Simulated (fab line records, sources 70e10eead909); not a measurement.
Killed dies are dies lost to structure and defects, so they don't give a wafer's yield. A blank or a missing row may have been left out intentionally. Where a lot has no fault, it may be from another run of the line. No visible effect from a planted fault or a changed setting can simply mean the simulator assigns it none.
Chamber matching | flow nand-harc | 4 sister chambers for NHARC_A_STAIRCASE_ETCHBACK_157 on rie-diel-02
The step etches the open film in CH3F/O2, target depth 90 nm, time 167.14 s. 18 wafers are shown with their chamber, then 9 later ones without.

== WAFERS, EACH WITH ITS CHAMBER ==
wafer  | chamber | showerhead-plenum-p-Torr (Torr) | drypump-motor-current-A (A) | rf-vpp-V (V)
L075.1 | 3       | 2.43                            | 5.4                         | 242.3
L075.2 | 0       | 2.66                            | 4.9                         | 248.3
L075.4 | 2       | 2.31                            | 5.4                         | 244.5
L074.3 | 1       | 2.37                            | 5.7                         | 242.9
L074.4 | 0       | 2.66                            | 4.9                         | 247.6
L074.6 | 0       | 2.66                            | 4.9                         | 246.9
L077.1 | 0       | 2.65                            | 4.9                         | 246.8
L077.3 | 2       | 2.31                            | 5.4                         | 242.1
L077.5 | 0       | 2.66                            | 4.9                         | 248.1
L079.1 | 2       | 2.31                            | 5.4                         | 240.4
L079.4 | 0       | 2.65                            | 5.0                         | 246.9
L079.5 | 2       | 2.31                            | 5.4                         | 243.0
L081.2 | 1       | 2.36                            | 5.7                         | 242.3
L081.5 | 0       | 2.64                            | 4.9                         | 246.4
L081.6 | 1       | 2.36                            | 5.7                         | 242.4
L084.1 | 1       | 2.36                            | 5.7                         | 243.3
L084.3 | 3       | 2.41                            | 5.4                         | 240.6
L084.6 | 1       | 2.36                            | 5.6                         | 243.2

SIGNATURES, as means of the wafers listed above
reading                  | chamber 0 | chamber 1 | chamber 2 | chamber 3 | scatter within a chamber
showerhead-plenum-p-Torr | 2.6543    | 2.3620    | 2.3100    | 2.4200    | 0.00682
drypump-motor-current-A  | 4.914     | 5.680     | 5.400     | 5.400     | 0.0344
rf-vpp-V                 | 247.286   | 242.820   | 242.500   | 241.450   | 1.01
Rule: distance of a wafer from a chamber = root of the sum over the readings of ((wafer's reading minus chamber's mean) / reading's scatter) squared. If the next closest chamber is less than 2 further off than the closest, the wafer can't be placed; otherwise it belongs to the closest. The scatter: take each reading less its chamber's mean, square it, sum over the shown wafers, divide by the number of wafers less the number of chambers, and take the root.

== WAFERS WHOSE CHAMBER IS MISSING ==
wafer  | showerhead-plenum-p-Torr (Torr) | drypump-motor-current-A (A) | rf-vpp-V (V)
L086.2 | 2.64                            | 4.9                         | 246.6
L086.4 | 2.36                            | 5.7                         | 241.6
L086.6 | 2.41                            | 5.4                         | 244.7
L094.1 | 2.40                            | 5.3                         | 243.7
L094.2 | 2.63                            | 4.9                         | 246.5
L094.4 | 2.29                            | 5.4                         | 241.2
L097.1 | 2.62                            | 4.9                         | 246.3
L097.4 | 2.40                            | 5.4                         | 245.4
L097.5 | 2.34                            | 5.6                         | 242.9

== WHICH CHAMBER EACH WENT THROUGH ==
wafer  | from the rows above | in truth
L086.2 | 0                   | 0
L086.4 | 1                   | 1
L086.6 | 3                   | 3
L094.1 | 3                   | 3
L094.2 | 0                   | 0
L094.4 | 2                   | 2
L097.1 | 0                   | 0
L097.4 | 3                   | 3
L097.5 | 1                   | 1
Correctly placed: 9 of 9. Number that these rows cannot place: 0. Placed wrongly: 0.
